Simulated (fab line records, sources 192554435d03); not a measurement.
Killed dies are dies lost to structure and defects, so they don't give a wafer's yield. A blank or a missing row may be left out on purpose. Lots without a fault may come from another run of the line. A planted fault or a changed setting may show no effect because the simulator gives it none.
A struck lot beside a sound one | flow n5_finfet | 37 steps out of a route of 1938
Sound: wafers L122.1, L122.2, L122.3. Struck: wafers L116.1, L116.3, L116.4. The cause comes at the end.
At each step with rows: each side's tool, then ch and its chambers, then its first start. Under that, the readings that differ: sound wafers | struck wafers | difference of the means | sigmas: that difference in standard deviations of wafers without a fault.
alike: readings whose means differ by less than 2 such deviations, and words and numbers that are the same on both sides. not compared: withheld readings, readings that some wafer has no value for, bounds like >300 that may hide the same value, and numbers for which the record gives no deviation and whose values overlap.
The two part at a step that has a row with sigmas, a row that says differs or no value, or rows on one side only. Numbers that don't overlap but have no deviation are shown without sigmas and don't part them. A reading that every wafer of one side lacks parts them only if that side has two wafers or more.

first, 9 steps without rows for these wafers: N5_WELL_APT_HMDS_01 (time 60 s); N5_WELL_APT_COAT_02 (resist thk 950 nm); N5_WELL_APT_EBR_04; N5_WELL_APT_SOFTBAKE_03 (time 60 s); N5_WELL_APT_EXPOSE_05 (exposes mask NWELL, defocus 0 nm, target cd 200 nm); N5_WELL_APT_PEB_06 (peb time 90 s); N5_WELL_APT_DEVELOP_07 (develop time 45 s); N5_WELL_APT_HARDBAKE_12 (time 120 s); N5_WELL_APT_DESCUM_13 (chemistry O2, time 7.9 s).
N5_WELL_APT_IMPLANT_14:
  sound on implanter-01 ch 0, day 6 19:49; struck on implanter-02 ch 0, day 5 08:08
  reading            | sound                            | struck                           | difference  | sigmas
  dose_ions_cm2      | 1.5005e+13 1.4981e+13 1.4981e+13 | 1.6801e+13 1.6797e+13 1.6774e+13 | +1.8017e+12 | +95
  faraday_current_uA | 192 193 186                      | 210 224 214                      | +26         | +7
  alike: beam_energy_keV
then, 25 steps without rows for these wafers: N5_WELL_APT_IMPLANT_15; N5_WELL_APT_STRIP_16 (strips in SPM, time 900 s); N5_WELL_APT_HMDS_18 (time 60 s); N5_WELL_APT_COAT_19 (resist thk 950 nm); N5_WELL_APT_EBR_21; N5_WELL_APT_SOFTBAKE_20 (time 60 s); N5_WELL_APT_EXPOSE_22 (exposes mask PWELL, defocus 0 nm, target cd 200 nm); N5_WELL_APT_PEB_23 (peb time 90 s); N5_WELL_APT_DEVELOP_24 (develop time 45 s); N5_WELL_APT_HARDBAKE_29 (time 120 s); N5_WELL_APT_DESCUM_30 (chemistry O2, time 7.9 s); N5_WELL_APT_IMPLANT_31; N5_WELL_APT_IMPLANT_32; N5_WELL_APT_STRIP_33 (strips in SPM, time 900 s); N5_WELL_APT_RTA_34 (time 10 s); N5_WELL_APT_OXIDE_STRIP_42 (strips SiO2 in dHF, time 45 s, target depth 12 nm); N5_WELL_APT_PRECLEAN_36 (cleans in O3/DIW, time 45 s); N5_WELL_APT_PRECLEAN_39 (cleans in dHF, time 60 s); N5_WELL_APT_SRD_37 (time 30 s); N5_WELL_APT_EPI_41 (deposits Si from SiH4/H2, target thk 50 nm, time 297.7 s); N5_PMOS_HMC_CHANNEL_EPI_HM_DEP_34 (deposits SiO2 from TEOS/O2, target thk 36 nm, time 6.9 s); N5_PMOS_HMC_CHANNEL_EPI_COAT_31 (time 60 s, resist thk 66 nm); N5_PMOS_HMC_CHANNEL_EPI_COAT_03 (resist thk 205 nm); N5_PMOS_HMC_CHANNEL_EPI_EBR_05; N5_PMOS_HMC_CHANNEL_EPI_SOFTBAKE_04 (time 60 s).
-- the record jumps here: 6 days lie between the struck wafers' starts before and after (it left off in module PMOS_HMC_CHANNEL_EPI and takes up again in module BEOL_M4, whose first step shown is number 1111 of the route) --
N5_BEOL_M4_RC_MEAS_101:
  sound on prober-02 ch 0, day 13 13:18; struck on prober-02 ch 0, day 11 15:43
  reading           | sound          | struck      | difference | sigmas
  RS_NWELL (ohm/sq) | 1031 1045 1044 | 986 976 980 | -59        | -8
  alike: DIBL_N, DIBL_P, IOFF_N, IOFF_P, ION_N, ION_P, SS_N, SS_P, VT_N, VT_P
-- the record jumps here: 5 days lie between the struck wafers' starts before and after (it left off in module BEOL_M4 and takes up again in module PASSIVATION, whose first step shown is number 1936 of the route) --
N5_PASSIVATION_PROBE_49:
  sound on prober-01, day 18 08:13; struck on prober-01, day 16 04:51
  alike: defect_limited_yield, killed_at_M0_to_M3, killed_at_M4_up, killed_at_contacts, killed_at_front_end, killed_at_other, killed_dies, killed_on_rim, killed_open, killed_short, sort_bin_5_function, sort_bin_6_memory, sort_n_pass, sort_yield_pct

WHERE THEY PART
First at N5_WELL_APT_IMPLANT_14; last, within this record, at N5_BEOL_M4_RC_MEAS_101. Later steps at which nothing parts them and some readings are alike: N5_PASSIVATION_PROBE_49.

WHY: what the simulator had put in
Process parameter drift: implanter-02, from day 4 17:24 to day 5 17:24, at N5_WELL_APT_IMPLANT_14. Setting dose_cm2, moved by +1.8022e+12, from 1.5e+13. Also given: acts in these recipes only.
